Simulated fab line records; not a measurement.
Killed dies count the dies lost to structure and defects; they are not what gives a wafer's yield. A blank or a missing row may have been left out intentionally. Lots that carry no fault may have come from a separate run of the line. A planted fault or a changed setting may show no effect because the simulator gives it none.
A struck lot beside a sound one | flow nand-harc | 21 out of 1302 route steps
Sound: the wafers L994.1, L994.3, L994.6. Wafers struck: L998.1, L998.2, L998.5. The cause comes at the end.
Order at every step that has rows: each side's tool, ch and its chambers, its first start. Under that, the readings that differ: sound wafers | struck wafers | difference of the means | sigmas: that difference in standard deviations of wafers without a fault.
alike: a reading whose means differ by less than 2 such deviations, as well as words and numbers matching on both sides. not compared: withheld readings; readings where some wafer has no value; bounds like >300 that might hide an equal value; numbers whose values overlap and for which the record gives no deviation.
The two part at a step that has a row with sigmas, a row that says differs or no value, or rows on one side only. Numbers that don't overlap but have no deviation are shown without sigmas and don't part them. A reading missing from all wafers of one side parts the sides only when that side holds two or more wafers.

NHARC_P_CONTACT_DEP_30: deposits SiNx, target thk 30 nm.
  sound on pecvd-03 ch 0,1,2, day 7 19:35; struck on pecvd-03 ch 0,1,2, day 9 14:01
  alike: heater-power-w, susceptor-temp-C
NHARC_P_CONTACT_DEP_00: deposits SiO2, target thk 500 nm.
  sound: pecvd-03 ch 0,1,2; struck: pecvd-03 ch 0,1,2
  alike: heater-power-w, susceptor-temp-C, throttle-valve-pct
NHARC_P_CONTACT_CMP_01: polishes SiO2, target thk 200 nm.
  sound on cmp-04 ch 0,2,3, day 7 20:20; struck on cmp-01 ch 1,3, day 9 14:41
  alike: edge-zone-pressure-frac, motor-current-A
then, 8 steps without rows for these wafers: NHARC_P_CONTACT_SRD_03; NHARC_P_CONTACT_DEHYDRATE_04 (time 120 s); NHARC_P_CONTACT_HMDS_05 (time 30 s); NHARC_P_CONTACT_COAT_33 (time 75 s); NHARC_P_CONTACT_COAT_34 (time 65 s); NHARC_P_CONTACT_COAT_06 (resist thk 90 nm); NHARC_P_CONTACT_SOFTBAKE_07 (time 55 s); NHARC_P_CONTACT_EBR_08.
NHARC_P_CONTACT_EXPOSE_09: exposes mask P CA, target cd 90 nm.
  sound on arfi-scanner-01 ch 0, day 7 20:52; struck on arfi-scanner-02 ch 0, day 9 15:23
  reading | sound                | struck                        | difference | sigmas
  mask    | P_CA#0 P_CA#0 P_CA#0 | P_CA_R1#0 P_CA_R1#0 P_CA_R1#0 | differs    |
then, 2 steps without rows for these wafers: NHARC_P_CONTACT_PEB_10 (peb time 65 s); NHARC_P_CONTACT_DEVELOP_11 (develop time 35 s).
NHARC_P_CONTACT_CD_MEAS_12 targets a cd of 90 nm.
  sound on cd-sem-02 ch 0, day 7 21:00; struck on cd-sem-03 ch 0, day 9 15:31
  alike: cd-nm
NHARC_P_CONTACT_OVL_MEAS_13:
  sound on overlay-01, day 7 21:05; struck on overlay-02, day 9 15:36
  alike: overlay-x-nm, overlay-y-nm
NHARC_P_CONTACT_INSPECT_14:
  sound on defect-inspect-02, day 7 21:07; struck on defect-inspect-01, day 9 15:38
  reading          | sound  | struck | difference | sigmas
  raw-defect-count | 10 5 7 | 1 3 2  | -5         | -2
NHARC_P_CONTACT_DESCUM_17: chemistry O2, time 3 s.
  sound on rie-diel-02 ch 1,2, day 7 21:11; struck on rie-diel-12 ch 1,2, day 9 15:42
  reading                         | sound            | struck            | difference | sigmas
  showerhead-plenum-p-Torr (Torr) | 1.83 1.83 1.84   | 1.99 2.04 2.04    | +0.19      | +2
  model.P_CONTACT.cd-nm (nm)      | 90.2 90.95 90.89 | 91.66 91.82 91.97 | +1.14      |
  alike: drypump-motor-current-A, oes-product-au, rf-vpp-V, throttle-valve-pct
  not compared: rf-hours-counter-h
NHARC_P_CONTACT_ETCH_35: etches the open film in CF4, target depth 39 nm, time 65 s.
  sound on rie-diel-02 ch 0,1, day 7 21:17; struck on rie-diel-12 ch 1,3, day 9 15:47
  reading                    | sound             | struck           | difference | sigmas
  model.P_CONTACT.cd-nm (nm) | 90.62 90.46 90.38 | 91.69 91.21 91.9 | +1.11      |
  alike: bias-w, drypump-motor-current-A, oes-product-au, rf-vpp-V, showerhead-plenum-p-Torr, throttle-valve-pct
  not compared: rf-hours-counter-h
NHARC_P_CONTACT_ETCH_36: etches the open film in N2/H2, target depth 260 nm, time 406.25 s.
  sound: rie-diel-02 ch 1,2,3; struck: rie-diel-12 ch 0,2
  alike: bias-w, drypump-motor-current-A, oes-product-au, rf-vpp-V, showerhead-plenum-p-Torr, throttle-valve-pct
  not compared: rf-hours-counter-h
-- the record jumps here: 19 days lie between the struck wafers' starts before and after (it left off in module P_CONTACT and takes up again in module END, whose first step shown is number 1302 of the route) --
NHARC_END_SORT_01:
  only the struck wafers appear in the record here, on prober-01 ch 0 at day 28 05:01; the sound ones have no rows

== WHERE THEY PART ==
First at NHARC_P_CONTACT_EXPOSE_09; last, within this record, at NHARC_END_SORT_01.

WHY: what the simulator had put in
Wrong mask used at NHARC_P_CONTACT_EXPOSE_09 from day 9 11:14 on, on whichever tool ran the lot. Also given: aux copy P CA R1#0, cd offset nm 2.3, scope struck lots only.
